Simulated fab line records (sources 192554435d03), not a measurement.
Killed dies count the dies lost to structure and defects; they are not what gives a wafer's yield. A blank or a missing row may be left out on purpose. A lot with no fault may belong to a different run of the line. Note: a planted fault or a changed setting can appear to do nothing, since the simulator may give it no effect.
Split-lot study -- flow n5Finfet -- on a route of 1938 steps: 7 lots, 21 wafers read

## ABOUT THE SPLIT
At N5_ZERO_LAYER_ETCH_18 (etches Si in HBr/Cl2, target depth 120 nm, time 40 s), the setting icpW was moved away from the recipe's 800 W on 7 of the 21 wafers read, by -17.9% to +17.8%. All remaining wafers had this setting at the recipe value.

The reading comes from the split's own step.

## THE READING
etch.depthNm (the simulator's own value, which no gauge read), in nm, at N5_ZERO_LAYER_ETCH_18 (etches Si in HBr/Cl2, target depth 120 nm, time 40 s). The file gives no usual value for it. Across the 14 wafers here that went through the recipe, the average is 119.5 nm and the standard deviation 2.3 nm.

wafer,"tool, chamber at the split","icpW as run, W",against the recipe,"etch.depthNm, nm",against lot-mates on the recipe
L079.1,"rieSi-01, 2",721.3,-9.8%,114.1,-3.7
L079.3,"rieSi-01, 3",721.3,-9.8%,110.6,-7.2
L079.4,"rieSi-01, 0",800,recipe,117.8,-
L080.2,"rieSi-01, 3",744.6,-6.9%,111.8,-7.0
L080.4,"rieSi-01, 1",800,recipe,117.6,-
L080.5,"rieSi-01, 2",800,recipe,120,-
L082.1,"rieSi-04, 3",800,recipe,122.1,-
L082.5,"rieSi-04, 0",800,recipe,123.3,-
L082.6,"rieSi-04, 1",800,recipe,121.7,-
L083.1,"rieSi-04, 1",942,+17.8%,130,+8.1
L083.3,"rieSi-04, 0",942,+17.8%,133.8,+11.9
L083.5,"rieSi-04, 1",800,recipe,121.9,-
L092.2,"rieSi-01, 1",800,recipe,117.5,-
L092.4,"rieSi-01, 2",800,recipe,119.8,-
L092.5,"rieSi-01, 3",673.6,-15.8%,106.5,-12.2
L094.3,"rieSi-03, 1",800,recipe,115.8,-
L094.4,"rieSi-03, 3",656.5,-17.9%,109.2,-7.0
L094.6,"rieSi-03, 1",800,recipe,116.7,-
L096.1,"rieSi-01, 1",800,recipe,118.9,-
L096.4,"rieSi-01, 2",800,recipe,121.9,-
L096.6,"rieSi-01, 3",800,recipe,118.5,-

FIT RESULTS
A straight line over all 21 wafers: etch.depthNm changes by +0.708 nm for each +1% of icpW; r = +0.94; the points scatter about the line by 2.3 nm.
The same after taking each lot's own level away (the mean of its wafers on the recipe; 21 wafers): +0.572 nm for each +1%; r = +0.94; scatter 1.7 nm.
That fit puts the effect of the largest move of icpW on the reading at 10 nm.
Measured against the standard deviation above, the lots' own levels, which go from 116.25 to 122.37 nm, span 2.7 times it.
So the lot-to-lot level changes the slope: the two fits differ.
Check: for one of the wafers moved furthest among these (-17.9%), held out of the fit, the line's prediction against its lot-mates is -11.5 nm. It came out at -7.05 nm against them.

## THE WHOLE CHAIN: every reading that the file lists as answering this split, in the file's order
step,what it does,reading,change (the file's fit),r (the file's)
N5_ZERO_LAYER_ETCH_18,"etches Si in HBr/Cl2, target depth 120 nm, time 40 s","ZERO_LAYER.featureDepthNm (the simulator's own value, which no gauge read)",+0.579 nm for each +1% of the setting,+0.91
N5_ZERO_LAYER_ETCH_18,"etches Si in HBr/Cl2, target depth 120 nm, time 40 s","etch.depthNm (the simulator's own value, which no gauge read)",+0.579 nm for each +1% of the setting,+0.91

## THE FILE'S OWN FIT
etch.depthNm changes by +0.579 nm for each +1% of icpW, r = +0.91.
